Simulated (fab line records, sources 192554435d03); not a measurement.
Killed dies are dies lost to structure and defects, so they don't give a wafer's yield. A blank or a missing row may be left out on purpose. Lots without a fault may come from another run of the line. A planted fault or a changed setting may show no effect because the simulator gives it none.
Which tool did it? | flow n5_finfet | 11 lots, 33 wafers sampled, at 3 steps of a route of 1938

WHAT THE GAUGES READ, wafer by wafer
N5_MOL_CONTACT_COAG_OVL_MEAS_41.
lot  | measured     | on         | VD_OVL (nm)
L075 | day 5 13:02  | overlay-01 | 1.1 0.0 0.1
L077 | day 5 22:14  | overlay-02 | -1.2 -0.3 -0.9
L079 | day 6 11:13  | overlay-02 | 1.0 0.9 0.4
L082 | day 7 07:58  | overlay-01 | 0.6 0.4 0.2
L084 | day 7 16:23  | overlay-02 | -0.3 -0.7 -0.7
L086 | day 8 07:36  | overlay-01 | 0.0 -0.4 0.4
L088 | day 8 15:10  | overlay-02 | 0.7 -0.8 0.1
L090 | day 9 04:46  | overlay-02 | 0.0 0.2 0.3
L092 | day 9 18:23  | overlay-01 | -0.5 -0.4 -0.9
L094 | day 10 03:37 | overlay-02 | -0.8 -0.4 0.5
L096 | day 10 18:04 | overlay-01 | -0.2 -0.5 0.2

WHICH TOOL RAN EACH LOT (tool, then ch and the chambers of the sampled wafers, then the start)
lot  | N5_MOL_CONTACT_COAG_CMP_23    | N5_MOL_CONTACT_COAG_ETCH_89
L075 | cmp-03 ch 0,2, day 5 07:49    | rie_diel-01 ch 0,1,2, day 5 11:47
L077 | cmp-01 ch 2,3, day 5 16:43    | rie_diel-03 ch 1,2,3, day 5 20:52
L079 | cmp-03 ch 1,3, day 6 05:47    | rie_diel-04 ch 0,1,3, day 6 10:06
L082 | cmp-04 ch 1,2, day 7 02:43    | rie_diel-04 ch 0,2,3, day 7 06:36
L084 | cmp-01 ch 0,1,2, day 7 11:07  | rie_diel-01 ch 0,2, day 7 14:56
L086 | cmp-03 ch 1,2,3, day 8 02:20  | rie_diel-03 ch 0,1,2, day 8 06:28
L088 | cmp-04 ch 0,1, day 8 09:55    | rie_diel-03 ch 0,2, day 8 13:55
L090 | cmp-04 ch 0,1,2, day 8 23:23  | rie_diel-04 ch 0,3, day 9 03:35
L092 | cmp-03 ch 1,2,3, day 9 13:08  | rie_diel-01 ch 1,2, day 9 17:16
L094 | cmp-03 ch 0,1, day 9 22:05    | rie_diel-03 ch 0,1,2, day 10 02:29
L096 | cmp-03 ch 1,2,3, day 10 12:40 | rie_diel-03 ch 0,1,2, day 10 16:57
- N5_MOL_CONTACT_COAG_CMP_23: polishes, stops on SiO2, t overpolish 1.5 s, target thk 0 nm.
- N5_MOL_CONTACT_COAG_ETCH_89: etches underlayer in N2/H2, target depth 13 nm, time 10.4 s.

THE ANSWER, worked out from the rows above alone
Rule: what is usual is taken from the lots themselves. Put in order of their means at a reading, lots are off if they are a third of the lots or fewer, leave a main group of 4 or more, and stand apart from it by a gap of 3 or more times the standard deviation of the main group's means; of several such gaps the widest counts. A main group whose means are all the same, to the digits that the tables above print for the reading, isn't used. A lot without any number at a reading at which 4 lots or more have one is off too. The other lots that the step has rows for count as sound.
No lot is off at any reading shown: from this, nothing can be told.

WHAT THE SIMULATOR HAD PUT IN
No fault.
